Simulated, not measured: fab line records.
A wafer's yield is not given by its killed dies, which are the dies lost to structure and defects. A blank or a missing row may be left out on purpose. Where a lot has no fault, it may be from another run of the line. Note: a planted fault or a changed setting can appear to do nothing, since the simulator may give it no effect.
Comparing a struck lot with a sound one    flow n5 finfet    37 steps out of a route of 1938
Sound: the wafers L298.2, L298.4, L298.6. Wafers struck: L304.2, L304.3, L304.4. The cause is named last.
Per side, at each step with rows, come the tool, then ch with its chambers, and then its first start. Under that, the readings that differ: sound wafers    struck wafers    difference of the means    sigmas: that difference in standard deviations of wafers without a fault.
alike: readings whose means differ by less than 2 such deviations, and words and numbers that are the same on both sides. not compared: withheld readings, readings that some wafer has no value for, bounds like >300 that may hide the same value, and numbers for which the record gives no deviation and whose values overlap.
A row with sigmas, a row that says differs or no value, or rows on one side alone: a step with any of these is where the two part. When numbers do not overlap yet have no deviation, they are printed without sigmas and do not part them. Lack of a reading on every wafer of one side parts them only where that side has two or more wafers.

first, 9 steps without rows for these wafers: N5_WELL_APT_COAT_02 (resist thk 950 nm); N5_WELL_APT_EBR_04; N5_WELL_APT_SOFTBAKE_03 (time 60 s); N5_WELL_APT_EXPOSE_05 (exposes mask NWELL, defocus 0 nm, target cd 200 nm); N5_WELL_APT_PEB_06 (peb time 90 s); N5_WELL_APT_DEVELOP_07 (develop time 45 s); N5_WELL_APT_HARDBAKE_12 (time 120 s); N5_WELL_APT_DESCUM_13 (chemistry O2, time 7.9 s); N5_WELL_APT_IMPLANT_14.
N5_WELL_APT_IMPLANT_15:
  sound on implanter-01 ch 0, day 2 08:06; struck on implanter-01 ch 0, day 3 20:08
reading             sound                             struck                           difference   sigmas
dose ions cm2       1.4978e+13 1.4984e+13 1.4971e+13  1.7403e+13 1.737e+13 1.7407e+13  +2.4157e+12  +99 or more
faraday current uA  193 188 191                       219 221 226                      +31          +9
then, 25 steps without rows for these wafers: N5_WELL_APT_STRIP_16 (strips in SPM, time 900 s); N5_WELL_APT_HMDS_18 (time 60 s); N5_WELL_APT_COAT_19 (resist thk 950 nm); N5_WELL_APT_EBR_21; N5_WELL_APT_SOFTBAKE_20 (time 60 s); N5_WELL_APT_EXPOSE_22 (exposes mask PWELL, defocus 0 nm, target cd 200 nm); N5_WELL_APT_PEB_23 (peb time 90 s); N5_WELL_APT_DEVELOP_24 (develop time 45 s); N5_WELL_APT_HARDBAKE_29 (time 120 s); N5_WELL_APT_DESCUM_30 (chemistry O2, time 7.9 s); N5_WELL_APT_IMPLANT_31; N5_WELL_APT_IMPLANT_32; N5_WELL_APT_STRIP_33 (strips in SPM, time 900 s); N5_WELL_APT_RTA_34 (time 10 s); N5_WELL_APT_OXIDE_STRIP_42 (strips SiO2 in dHF, time 45 s, target depth 12 nm); N5_WELL_APT_PRECLEAN_36 (cleans in O3/DIW, time 45 s); N5_WELL_APT_PRECLEAN_39 (cleans in dHF, time 60 s); N5_WELL_APT_SRD_37 (time 30 s); N5_WELL_APT_EPI_41 (deposits Si from SiH4/H2, target thk 50 nm, time 297.7 s); N5_PMOS_HMC_CHANNEL_EPI_HM_DEP_34 (deposits SiO2 from TEOS/O2, target thk 36 nm, time 6.9 s); N5_PMOS_HMC_CHANNEL_EPI_COAT_31 (time 60 s, resist thk 66 nm); N5_PMOS_HMC_CHANNEL_EPI_COAT_03 (resist thk 205 nm); N5_PMOS_HMC_CHANNEL_EPI_EBR_05; N5_PMOS_HMC_CHANNEL_EPI_SOFTBAKE_04 (time 60 s); N5_PMOS_HMC_CHANNEL_EPI_EXPOSE_06 (exposes mask PMOS HMC BLK, target cd 240 nm).
-- record jumps: 7 days separate the struck wafers' starts on either side; left off in module PMOS_HMC_CHANNEL_EPI, taken up again in module BEOL_M4, whose first shown step is the route's number 1111 --
N5_BEOL_M4_RC_MEAS_101:
  sound on prober-02 ch 0, day 9 20:02; struck on prober-01 ch 0, day 10 21:52
reading  sound           struck          difference  sigmas
CJ_P     5.91 5.91 6.06  6.48 6.09 6.50  +0.40       +2
  alike: DIBL_N, DIBL_P, IOFF_N, IOFF_P, ION_N, ION_P, SS_N, SS_P, VT_N, VT_P
then, 1 step without rows for these wafers: N5_PASSIVATION_PROBE_49.

== WHERE THEY PART ==
Earliest at N5_WELL_APT_IMPLANT_15; latest, in this record, at N5_BEOL_M4_RC_MEAS_101.

WHY: the cause the simulator had injected
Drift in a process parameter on implanter-01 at N5_WELL_APT_IMPLANT_15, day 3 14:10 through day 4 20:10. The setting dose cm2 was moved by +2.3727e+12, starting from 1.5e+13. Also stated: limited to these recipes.
